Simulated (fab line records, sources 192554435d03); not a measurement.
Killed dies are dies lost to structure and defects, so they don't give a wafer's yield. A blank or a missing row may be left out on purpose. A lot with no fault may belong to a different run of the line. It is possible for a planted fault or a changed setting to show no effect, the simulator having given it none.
Struck lot and sound lot, side by side	flow n5Finfet	37 out of 1938 route steps
Sound: the wafers L104.3, L104.4, L104.6. Struck: wafers L999.4, L999.5, L999.6. The cause is named last.
Order at every step that has rows: each side's tool, ch and its chambers, its first start. Under that, the readings that differ: sound wafers	struck wafers	difference of the means	sigmas: that difference in standard deviations of wafers without a fault.
alike: a reading whose means differ by less than 2 such deviations, as well as words and numbers matching on both sides. not compared: withheld readings; readings where some wafer has no value; bounds like >300 that might hide an equal value; numbers whose values overlap and for which the record gives no deviation.
A row with sigmas, a row that says differs or no value, or rows on one side alone: a step with any of these is where the two part. Numbers that have no deviation but don't overlap get no sigmas and don't part them. Lack of a reading on every wafer of one side parts them only where that side has two or more wafers.

first, 9 steps without rows for these wafers: N5_PMOS_HMC_CHANNEL_EPI_EXPOSE_06 (exposes mask PMOS HMC BLK, target cd 240 nm); N5_PMOS_HMC_CHANNEL_EPI_PEB_07 (peb time 60 s); N5_PMOS_HMC_CHANNEL_EPI_DEVELOP_08 (develop time 30 s); N5_PMOS_HMC_CHANNEL_EPI_DESCUM_14 (chemistry O2, time 7.9 s); N5_PMOS_HMC_CHANNEL_EPI_ETCH_32 (etches BARC in N2/H2, stops on SiO2, target depth 85.8 nm, time 50.3 s); N5_PMOS_HMC_CHANNEL_EPI_HM_OPEN_15 (chemistry CHF3/O2, target SiO2, target depth 40.6 nm, time 20.3 s); N5_PMOS_HMC_CHANNEL_EPI_STRIP_33 (strips in N2/H2); N5_PMOS_HMC_CHANNEL_EPI_STRIP_17 (strips in SPM, time 750 s); N5_PMOS_HMC_CHANNEL_EPI_ETCH_38 (etches SiO2 in CF4, target depth 1.5 nm).
N5_PMOS_HMC_CHANNEL_EPI_FIN_RECESS_16: chemistry HBr/Cl2, target Si, target depth 54 nm, time 18 s.
  sound on rieSi-02 ch 1,2,3, day 7 12:14; struck on rieSi-03 ch 0,2,3, day 6 05:53
  no value came back on the struck wafers for any of 5 readings (HBr_flow_sccm (sccm), biasW (W) and others); on the sound wafers HBr_flow_sccm (sccm) reads 149.9 149.4 149.2
reading	sound	struck	difference	sigmas
model.SiO2_of_PMOS_HMC_CHANNEL_EPI_HM_DEP_34.thkNm (nm)	30.81 30.7 31.35	34.92 35.24 34.7	+4.00	
  not compared: rfHoursCounterH
then, 1 step without rows for these wafers: N5_PMOS_HMC_CHANNEL_EPI_PRECLEAN_36 (cleans in O3/DIW, time 45 s).
N5_PMOS_HMC_CHANNEL_EPI_PRECLEAN_18: cleans in DHF, time 30 s.
  sound on wetBench-05 ch 2,4,5, day 7 12:21; struck on wetBench-06 ch 1,4,7, day 6 06:01
reading	sound	struck	difference	sigmas
model.SiO2_of_PMOS_HMC_CHANNEL_EPI_HM_DEP_34.thkNm (nm)	25.22 25.08 25.76	29.38 29.68 29.15	+4.05	
then, 22 steps without rows for these wafers: N5_PMOS_HMC_CHANNEL_EPI_SRD_19 (time 30 s); N5_PMOS_HMC_CHANNEL_EPI_EPI_20 (deposits SiGe30, target thk 59 nm); N5_PMOS_HMC_CHANNEL_EPI_HM_STRIP_35 (strips SiO2 in dHF, material SiO2, target depth 39.6 nm, time 216 s); N5_PMOS_HMC_CHANNEL_EPI_SRD_39 (time 30 s); N5_PMOS_HMC_CHANNEL_EPI_CMP_21 (polishes SiGe30, target thk 54 nm); N5_PMOS_HMC_CHANNEL_EPI_PRECLEAN_40 (cleans in DHF, time 30 s); N5_PMOS_HMC_CHANNEL_EPI_PRECLEAN_37 (cleans in O3/DIW, time 45 s); N5_PMOS_HMC_CHANNEL_EPI_PRECLEAN_24 (cleans in DHF, time 30 s); N5_PMOS_HMC_CHANNEL_EPI_SRD_25 (time 30 s); N5_PMOS_HMC_CHANNEL_EPI_EPI_26 (deposits Si from SiH4/H2, target thk 3.8 nm, time 22.7 s); N5_FIN_SAQP_PRECLEAN_42 (cleans in O3/DIW, time 60 s); N5_FIN_SAQP_PRECLEAN_00 (cleans in SC1, time 60 s); N5_FIN_SAQP_PRECLEAN_44 (cleans in SC2, time 45 s); N5_FIN_SAQP_SRD_01 (time 30 s); N5_FIN_SAQP_ALD_61 (deposits SiO2, target thk 4 nm, pulse time 1 s, purge time 2 s); N5_FIN_SAQP_DENSIFY_62 (time 60 s); N5_FIN_SAQP_HM_DEP_03 (deposits SiNx from SiH4/NH3/N2, target thk 38 nm, time 33.6 s); N5_FIN_SAQP_PECVD_47 (deposits a-Si from SiH4/He, target thk 45 nm, time 36.3 s); N5_FIN_SAQP_PECVD_48 (deposits SiNx from SiH4/NH3/N2, target thk 25 nm, time 22.1 s); N5_FIN_SAQP_PECVD_06 (deposits a-Si from SiH4/He, target thk 60 nm, time 48.1 s); N5_FIN_SAQP_HM_DEP_72 (deposits SiO2 from SiH4/N2O, target thk 12 nm, time 7.2 s); N5_FIN_SAQP_COAT_49 (time 60 s, resist thk 100 nm).
N5_FIN_SAQP_OVL_MEAS_17:
  sound on overlay-01 ch 0, day 7 16:11; struck on overlay-02 ch 0, day 6 11:10
reading	sound	struck	difference	sigmas
FIN_CORE_OVL (nm)	1.8 1.5 -0.2	- - -	no value on the struck wafers	
-- the record jumps here: 6 days lie between the struck wafers' starts before and after (it left off in module FIN_SAQP and takes up again in module BEOL_M4, whose first step shown is number 1111 of the route) --
N5_BEOL_M4_RC_MEAS_101:
  sound on prober-02 ch 0, day 14 07:01; struck on prober-01 ch 0, day 12 22:17
reading	sound	struck	difference	sigmas
DIBL_P (mV/V)	29.3 35.9 33.6	56.7 54.5 56.6	+23.0	+8
IOFF_P (nA/um)	0.10 0.18 0.14	0.00 0.00 0.00	-0.14	-3
IOFF_P_85C (nA/um)	2.0 3.2 2.7	0.1 0.0 0.1	-2.6	-4
IOFF_P_LIN (nA/um)	0.056 0.084 0.073	0.001 0.000 0.001	-0.070	-4
IOFF_P_LONG (nA/um)	8.2e-05 9.4e-05 9.1e-05	2.6e-05 2.5e-05 3e-05	-6.2e-05	-6
ION_P (uA/um)	438 456 453	116 116 115	-333	-38
REXT_P (ohm.um)	104.3 100.4 105.4	79.8 81.1 78.1	-23.7	-10
SS_P (mV/dec)	71.8 73.4 73.0	76.6 76.5 76.8	+3.9	+4
VT_P (mV)	-263 -255 -258	-414 -419 -415	-157	-39
VT_P_LONG (mV)	-281.8 -280.2 -278.2	-492.4 -499.4 -496.7	-216.1	-77
VT_P_LVT (mV)	-113 -104 -109	-262 -269 -265	-157	-40
  alike: DIBL_N, IOFF_N, ION_N, SS_N, VT_N
-- here the record skips 4 days between the struck wafers' starts before and after, leaving off in module BEOL_M4 and picking up in module PASSIVATION (first step shown: number 1936 of the route) --
N5_PASSIVATION_PROBE_49:
  the record has rows for the struck wafers here (prober-02, day 17 04:04) and none for the sound ones

WHERE THEY PART
Earliest at N5_PMOS_HMC_CHANNEL_EPI_FIN_RECESS_16; latest, in this record, at N5_PASSIVATION_PROBE_49.

WHY: whatever the simulator had introduced
Beginning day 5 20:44, the whole step at N5_PMOS_HMC_CHANNEL_EPI_FIN_RECESS_16 was skipped on rieSi-03. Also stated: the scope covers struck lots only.
